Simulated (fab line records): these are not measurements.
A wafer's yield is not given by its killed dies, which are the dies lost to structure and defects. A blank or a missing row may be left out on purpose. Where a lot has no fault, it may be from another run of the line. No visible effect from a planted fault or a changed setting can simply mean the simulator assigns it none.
fab line records	flow nandHarc
record: lots: 11	wafers: 33	lastDay: 33
route steps=1302 shown P_M2@335 P_BONDPAD@361 END@1302
lots that met no fault: taken from a fault-free run of the same line
startH: the number of hours between the record's first day and the start of the first shown wafer of the lot	waitH: how many hours have passed since the lot's step before this one	" identical to the entry in the row above	L1.1+2: one row covering several wafers at once	- value missing, or start not given	* or withheld: withheld	< > ~ a bound
route shown NAME@n: a module of which the file shows steps, and the number in the route of the first	usual: average and standard deviation across the fault-free wafers	same: alike in all rows	chamber/n: place in a boat	sites: each site's reading	_std_site: standard deviation of those values	_edge_site: mean of outer sites minus mean of inner sites	radiusMm: for every site, how far away it sits from the centre of the wafer	mask NAME#n: copy n	behind: the most recent tool/chamber to have shaped the wafer	hold: the reason the lot was held/the length of the hold in hours/how it ended	device: names the non-switching transistor (n, p or np)	end of line: the tests these same wafers got at the end of their route	a step given without rows: its recipe and nothing more	killed: dies that structure and defects cost at the first sort, which is not the same as the wafer's yield	map: a wafer's dies, marking killed ones x, the rest . and places with no die _
set.NAME: the setting as run; set.NAME@STEP: as run at that earlier step	model.NAME: the simulator's own value behind a step, which no gauge read
the route's steps for a sample of lots (tables are steps, rows are wafers)
services: when a tool's chamber went out of use (startH, in hours from the record's first day, below 0 if earlier), for how many hours, and the reason
== steps ==
step: NHARC_P_M2_STRIP_18
recipe: powerW: 1000	n2FlowSccm: 150	h2FlowSccm: 150	arFlowSccm: 0	biasW: 0	chemistry: N2/H2
usual: drypumpMotorCurrentA: 5.9/0.47	oesProductAu: 0.998/0.0093	rfVppV: 90.6/0.93	showerheadPlenumPTorr: 2.03/0.088	throttleValvePct: 14.171/0.01
lot.wafer	tool	chamber	startH	waitH	drypumpMotorCurrentA	oesProductAu	rfHoursCounterH	rfVppV	showerheadPlenumPTorr	throttleValvePct
L120.2	rieDiel-11	0	134.51	0.1	5.7	1.006	2.1	90.6	1.96	14.171
L120.5	"	0	"	"	5.7	1.000	-	90.6	1.96	14.182
L120.6	"	1	"	"	5.2	0.981	-	90.6	2.10	14.167
L124.2	rieDiel-04	2	167.88	0.1	6.5	0.996	7.7	89.9	2.04	14.168
L124.3	"	0	"	"	6.1	0.997	5.6	91.2	2.17	14.176
L124.6	"	2	"	"	6.5	0.998	-	90.2	2.04	14.157
L121.2	rieDiel-07	0	189.64	0.1	6.0	0.996	2.2	91.3	1.95	14.168
L121.1	"	1	"	"	5.8	1.011	3.5	89.6	1.94	14.179
L121.3	"	3	"	"	6.3	0.996	3.0	89.3	1.92	14.177
L128.4	rieDiel-04	3	207.45	0.1	6.1	0.995	0.3	91.8	2.20	14.161
L128.1	"	0	"	"	6.1	0.981	0.4	90.9	2.17	14.167
L128.2	"	1	"	"	4.9	1.008	0.4	90.8	2.00	14.166
L129.1	rieDiel-04	1	227.66	0.1	5.0	1.009	1.4	90.2	2.00	14.182
L129.2	"	2	"	"	6.5	0.998	1.2	90.9	2.04	14.161
L129.6	"	1	"	"	5.0	1.003	-	89.9	2.00	14.174
L131.1	rieDiel-07	0	248.84	0.1	6.0	0.996	5.2	90.5	1.95	14.174
L131.3	"	1	"	"	5.8	1.008	6.6	90.2	1.94	14.175
L131.6	"	1	"	"	5.8	1.005	-	90.0	1.94	14.177
L133.4	rieDiel-04	3	272.43	0.1	6.0	0.988	4.0	91.9	2.20	14.176
L133.1	"	1	"	"	4.9	1.006	4.9	92.2	2.00	14.167
L133.6	"	0	"	"	6.1	0.980	-	91.0	2.17	14.166
L135.1	rieDiel-07	0	287.31	0.1	6.0	0.988	8.6	91.4	1.95	14.163
L135.4	"	1	"	"	5.8	1.014	9.3	89.1	1.94	14.172
L135.5	"	1	"	"	5.8	1.008	-	89.9	1.94	14.167
L140.1	rieDiel-04	2	331.04	0.1	6.5	0.992	9.7	90.3	2.03	14.184
L140.4	"	0	"	"	6.1	0.977	7.9	90.8	2.17	14.176
L140.5	"	1	"	"	4.9	1.007	-	90.9	1.99	14.174
L142.1	rieDiel-07	0	348.15	0.1	6.0	0.990	1.4	91.2	1.95	14.180
L142.3	"	1	"	"	5.8	0.996	1.6	91.2	1.94	14.152
L142.5	"	3	"	"	6.3	1.008	-	90.6	1.92	14.175
L143.1	rieDiel-11	2	357.60	0.1	5.7	1.003	3.3	90.4	2.10	14.157
L143.3	"	0	"	"	5.7	0.985	4.8	88.8	1.96	14.190
L143.6	"	1	"	"	5.2	0.988	-	91.2	2.09	14.179
step: NHARC_P_M2_ETCH_28
recipe: targetDepthA: 300	overEtchFrac: 0.3	timeS: 72.99	ionEnergyEv: 150	cf4FlowSccm: 50	n2FlowSccm: 100	arFlowSccm: 150	rfW: 300	biasW: 100	chemistry: CF4/N2
usual: drypumpMotorCurrentA: 6.0/0.46	oesProductAu: 0.999/0.0095	rfVppV: 314.1/2	showerheadPlenumPTorr: 2.62/0.11	throttleValvePct: 19.795/0.0091
lot.wafer	tool	chamber	startH	waitH	drypumpMotorCurrentA	oesProductAu	rfHoursCounterH	rfVppV	showerheadPlenumPTorr	throttleValvePct
L120.2	rieDiel-11	0	-	-	5.6	1.010	2.1	313.0	2.54	19.782
L120.5	"	3	"	"	6.5	0.988	-	313.1	2.59	19.785
L120.6	"	0	"	"	5.7	0.992	-	311.4	2.54	19.814
L124.3	rieDiel-04	3	-	-	6.1	0.995	7.4	318.6	2.82	19.801
L124.2	"	1	"	"	5.0	1.009	6.6	313.3	2.58	19.765
L124.6	"	3	"	"	6.0	1.005	-	318.2	2.82	19.797
L121.3	rieDiel-07	2	-	-	6.5	0.993	3.2	314.3	2.67	19.820
L121.2	"	3	"	"	6.3	0.991	3.0	310.3	2.49	19.781
L121.1	"	0	"	"	6.0	0.989	2.3	311.1	2.52	19.779
L128.1	rieDiel-04	1	-	-	4.9	1.001	0.4	313.7	2.58	19.810
L128.2	"	3	"	"	6.0	0.990	0.4	317.0	2.82	19.788
L128.4	"	0	"	"	6.1	1.001	0.4	316.1	2.79	19.792
L129.1	rieDiel-04	1	-	-	5.0	1.008	1.4	313.5	2.57	19.798
L129.2	"	2	"	"	6.5	0.996	1.3	313.4	2.62	19.800
L129.6	"	0	"	"	6.0	0.981	-	316.7	2.78	19.801
L131.3	rieDiel-07	1	-	-	5.8	1.011	6.7	312.0	2.50	19.806
L131.1	"	0	"	"	6.0	0.990	5.2	313.1	2.52	19.789
L131.6	"	1	"	"	5.8	1.018	-	312.4	2.50	19.792
L133.1	rieDiel-04	0	-	-	6.1	0.988	4.6	316.6	2.78	19.795
L133.4	"	2	"	"	6.5	0.994	4.4	312.9	2.62	19.805
L133.6	"	0	"	"	6.0	0.981	-	317.7	2.78	19.783
L135.4	rieDiel-07	2	-	-	6.5	1.016	7.4	314.4	2.67	19.788
L135.1	"	1	"	"	5.7	1.000	9.4	311.6	2.50	19.796
L135.5	"	3	"	"	6.3	0.995	-	312.6	2.49	19.785
L140.1	rieDiel-04	1	-	-	4.9	1.007	10.1	312.2	2.57	19.788
L140.4	"	3	"	"	6.0	0.993	7.4	316.7	2.81	19.799
L140.5	"	1	"	"	4.9	1.021	-	312.7	2.57	19.801
L142.3	rieDiel-07	3	-	-	6.2	1.007	1.5	310.9	2.48	19.787
L142.1	"	2	"	"	6.5	0.989	1.7	314.1	2.67	19.794
L142.5	"	0	"	"	6.0	0.985	-	311.8	2.51	19.808
L143.3	rieDiel-11	3	-	-	6.4	1.007	3.1	315.4	2.59	19.796
L143.1	"	1	"	"	5.2	0.993	2.9	314.7	2.69	19.813
L143.6	"	2	"	"	5.7	1.006	-	316.8	2.70	19.797
step: NHARC_P_M2_DEP_33
recipe: targetThkA: 300	tempC: 370	targetThkNm: 30	pressureTorr: 3	flowSccm: 200	rfW: 450	material: SiCN
usual: heaterPowerW: 550/68	susceptorTempC: 369.98/0.2
lot.wafer	tool	chamber	startH	waitH	heaterPowerW	susceptorTempC
L120.2	pecvd-03	1	136.94	0.1	564	369.86
L120.5	"	2	"	"	494	369.89
L120.6	"	0	"	"	588	369.91
L124.3	pecvd-03	1	170.26	0.1	564	370.16
L124.2	"	2	"	"	523	369.78
L124.6	"	2	"	"	505	369.71
L121.3	pecvd-02	1	191.97	0.1	614	370.01
L121.1	"	2	"	"	520	370.13
L121.2	"	0	"	"	544	369.80
L128.1	pecvd-04	0	209.76	0.1	592	369.70
L128.2	"	2	"	"	596	369.86
L128.4	"	0	"	"	582	370.01
L129.2	pecvd-04	1	231.85	0.1	469	370.28
L129.1	"	0	"	"	628	370.02
L129.6	"	2	"	"	584	370.26
L131.3	pecvd-04	0	251.24	0.1	625	370.28
L131.1	"	1	"	"	458	370.27
L131.6	"	2	"	"	600	369.90
L133.1	pecvd-03	2	275.35	0.1	442	370.15
L133.6	"	1	"	"	538	369.77
L133.4	"	2	"	"	430	369.97
L135.1	pecvd-04	2	289.65	0.1	513	370.13
L135.4	"	0	"	"	618	370.06
L135.5	"	1	"	"	394	370.29
L140.1	pecvd-04	2	333.48	0.1	601	370.22
L140.5	"	1	"	"	442	369.70
L140.4	"	2	"	"	601	370.10
L142.3	pecvd-02	0	350.43	0.1	602	369.78
L142.1	"	1	"	"	643	370.31
L142.5	"	1	"	"	647	370.03
L143.1	pecvd-03	1	359.96	0.1	592	370.14
L143.3	"	2	"	"	514	370.41
L143.6	"	1	"	"	599	370.19
step: NHARC_P_BONDPAD_EXPOSE_06
recipe: na: 0.55	doseMj: 37.06	maskId: P_BPAD
usual: exposureDoseMJCm2: 37.06/0.042
lot.wafer	tool	chamber	startH	waitH	mask	exposureDoseMJCm2
L120.2	krfScanner-04	0	138.35	-	P_BPAD#0	37.03
L120.5	"	0	"	"	P_BPAD#0	37.06
L120.6	"	0	"	"	P_BPAD#0	37.08
L124.2	krfScanner-03	0	171.71	-	P_BPAD#0	37.06
L124.3	"	0	"	"	P_BPAD#0	37.09
L124.6	"	0	"	"	P_BPAD#0	37.05
L121.1	krfScanner-04	0	193.59	-	P_BPAD#0	36.98
L121.2	"	0	"	"	P_BPAD#0	37.01
L121.3	"	0	"	"	P_BPAD#0	37.02
L128.1	krfScanner-03	0	211.24	-	P_BPAD#0	37.06
L128.2	"	0	"	"	P_BPAD#0	37.04
L128.4	"	0	"	"	P_BPAD#0	37.05
L129.1	krfScanner-03	0	233.21	-	P_BPAD#0	37.04
L129.2	"	0	"	"	P_BPAD#0	37.04
L129.6	"	0	"	"	P_BPAD#0	37.05
L131.1	krfScanner-04	0	252.72	-	P_BPAD#0	37.09
L131.3	"	0	"	"	P_BPAD#0	37.06
L131.6	"	0	"	"	P_BPAD#0	37.11
L133.1	krfScanner-03	0	276.77	-	P_BPAD#0	21.98
L133.4	"	0	"	"	P_BPAD#0	22.00
L133.6	"	0	"	"	P_BPAD#0	22.06
L135.1	krfScanner-03	0	291.13	-	P_BPAD#0	25.09
L135.4	"	0	"	"	P_BPAD#0	25.04
L135.5	"	0	"	"	P_BPAD#0	25.05
L140.1	krfScanner-02	0	334.96	-	P_BPAD#0	37.09
L140.4	"	0	"	"	P_BPAD#0	37.11
L140.5	"	0	"	"	P_BPAD#0	37.14
L142.1	krfScanner-04	0	351.91	-	P_BPAD#0	37.05
L142.3	"	0	"	"	P_BPAD#0	37.07
L142.5	"	0	"	"	P_BPAD#0	37.07
L143.1	krfScanner-04	0	361.31	-	P_BPAD#0	37.07
L143.3	"	0	"	"	P_BPAD#0	37.06
L143.6	"	0	"	"	P_BPAD#0	36.97
step: NHARC_P_BONDPAD_CD_MEAS_09
recipe: targetCdNm: 500	landingEnergyEv: 500
usual: cdNm: 498.5/1.9
lot.wafer	tool	chamber	startH	waitH	cdNm
L120.2	cdSem-03	0	138.50	-	502.3
L120.5	"	0	"	"	500.5
L120.6	"	0	"	"	498.6
L124.2	cdSem-02	0	171.86	-	498.4
L124.3	"	0	"	"	497.8
L124.6	"	0	"	"	500.3
L121.1	cdSem-03	0	193.74	-	497.1
L121.2	"	0	"	"	499.9
L121.3	"	0	"	"	497.9
L128.1	cdSem-03	0	211.39	-	497.3
L128.2	"	0	"	"	497.8
L128.4	"	0	"	"	496.8
L129.1	cdSem-03	0	233.36	-	499.0
L129.2	"	0	"	"	500.0
L129.6	"	0	"	"	498.7
L131.1	cdSem-01	0	252.87	-	498.3
L131.3	"	0	"	"	497.4
L131.6	"	0	"	"	498.2
L133.1	cdSem-03	0	276.92	-	485.4
L133.4	"	0	"	"	486.0
L133.6	"	0	"	"	484.4
L135.1	cdSem-03	0	291.28	-	492.7
L135.4	"	0	"	"	493.1
L135.5	"	0	"	"	489.2
L140.1	cdSem-02	0	335.12	-	499.9
L140.4	"	0	"	"	497.3
L140.5	"	0	"	"	496.6
L142.1	cdSem-01	0	352.06	-	500.3
L142.3	"	0	"	"	502.3
L142.5	"	0	"	"	499.7
L143.1	cdSem-01	0	361.47	-	497.8
L143.3	"	0	"	"	500.4
L143.6	"	0	"	"	499.3
step: NHARC_END_SORT_01
recipe: tempC: 25
usual: defectLimitedYield: 91/3.2	killedAtArray: 55/22	killedAtOther: 1.1/1.4	killedAtPeriphery: 4/3.2	killedDies: 59/22	killedOpen: 3.3/1.8	killedShort: 2.5/1.5
same: grossDies: 677
lot.wafer	tool	chamber	startH	waitH	defectLimitedYield[%]	killedAtArray	killedAtOther	killedAtPeriphery	killedDies	killedOpen	killedShort
L133.1	prober-01	0	705.01	2.5	91	52	2	5	59	5	2
L133.4	prober-01	0	707.42	3.4	90	61	0	6	67	1	3
L133.6	prober-01	0	709.03	4.0	91	51	1	12	64	5	0
killed by level:class
L133.1 A_SLIT:chamberFilmFlake=31 A_CHANNEL_HOLE_D1:chamberFilmFlake=8 A_CONTACT:chamberFilmFlake=3 P_CONTACT:chamberFilmFlake=2 A_SGD_CUT:chamberFilmFlake=2 A_M0:chamberFilmFlake=2 P_GATE:geometricParticle:open=1 P_CONTACT:geometricParticle:open=1
L133.4 A_SLIT:chamberFilmFlake=35 A_CHANNEL_HOLE_D1:chamberFilmFlake=9 P_CONTACT:chamberFilmFlake=4 A_CONTACT:chamberFilmFlake=4 A_STAIRCASE:chamberFilmFlake=3 P_ZERO_WELL:chamberFilmFlake=2 A_ZERO_WELL:chamberFilmFlake=2 A_CHANNEL_FILL_D1:chamberFilmFlake=2
L133.6 A_SLIT:chamberFilmFlake=33 A_CHANNEL_HOLE_D1:chamberFilmFlake=8 P_ZERO_WELL:chamberFilmFlake=4 P_CONTACT:geometricParticle:open=3 P_CONTACT:chamberFilmFlake=3 A_STAIRCASE:chamberFilmFlake=3 A_CONTACT:chamberFilmFlake=2 P_GATE:geometricParticle:open=1
== services ==
tool	chamber	startH	hours	kind
rieDiel-07	-	117.20	9.0	pm
krfScanner-04	-	121.16	1.1	repair
rieDiel-04	-	150.49	0.3	repair
rieDiel-04	0	160.06	3.8	repair
rieDiel-07	0	160.52	21.6	repair
rieDiel-04	0	177.21	5.0	repair
rieDiel-04	-	177.90	9.0	pm
krfScanner-04	-	182.00	4.0	pm
pecvd-04	2	184.74	8.2	repair
rieDiel-04	-	195.30	0.2	repair
rieDiel-07	2	213.50	13.3	repair
krfScanner-04	-	215.07	33.3	repair
krfScanner-03	-	224.00	4.0	pm
krfScanner-04	-	259.44	1.0	repair
krfScanner-03	-	266.90	0.2	repair
pecvd-04	-	269.17	13.0	pm
krfScanner-03	-	271.24	0.7	repair
rieDiel-04	-	279.08	1.6	repair
krfScanner-03	-	279.09	0.9	repair
rieDiel-07	-	294.20	9.0	pm
rieDiel-04	0	311.30	1.6	repair
rieDiel-04	3	311.64	7.0	repair
rieDiel-07	-	347.35	0.7	repair
rieDiel-04	-	354.90	9.0	pm
== key ==
firstSign: step: NHARC_P_BONDPAD_EXPOSE_06	reading: exposureDoseMJCm2	direction: down	sigmas: 99+	usual: 37.06	struck: 23.54
effect: step: NHARC_P_BONDPAD_CD_MEAS_09	reading: cdNm	direction: down	sigmas: 5.2	usual: 498.5	struck: 488.5	through: controlLoop
metAt NHARC_P_BONDPAD_EXPOSE_06
struckLots L133,L135
loopTrim: step: NHARC_P_BONDPAD_EXPOSE_06	setting: dose	lots: L135
notActingAt NHARC_P_M2_STRIP_18,NHARC_P_M2_ETCH_28,NHARC_P_M2_DEP_33
onsetBetween 233.21 276.77
fault: kind: processParameterDrift	tool: krfScanner-03	chamber: -	onsetH: 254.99	steps: NHARC_P_BONDPAD_EXPOSE_06	channel: doseMj	offset: -15.029	shape: step	actsIn: theseRecipesOnly	stated: 37.06
loopTrim: a control loop set the setting to another value than it would have without faults
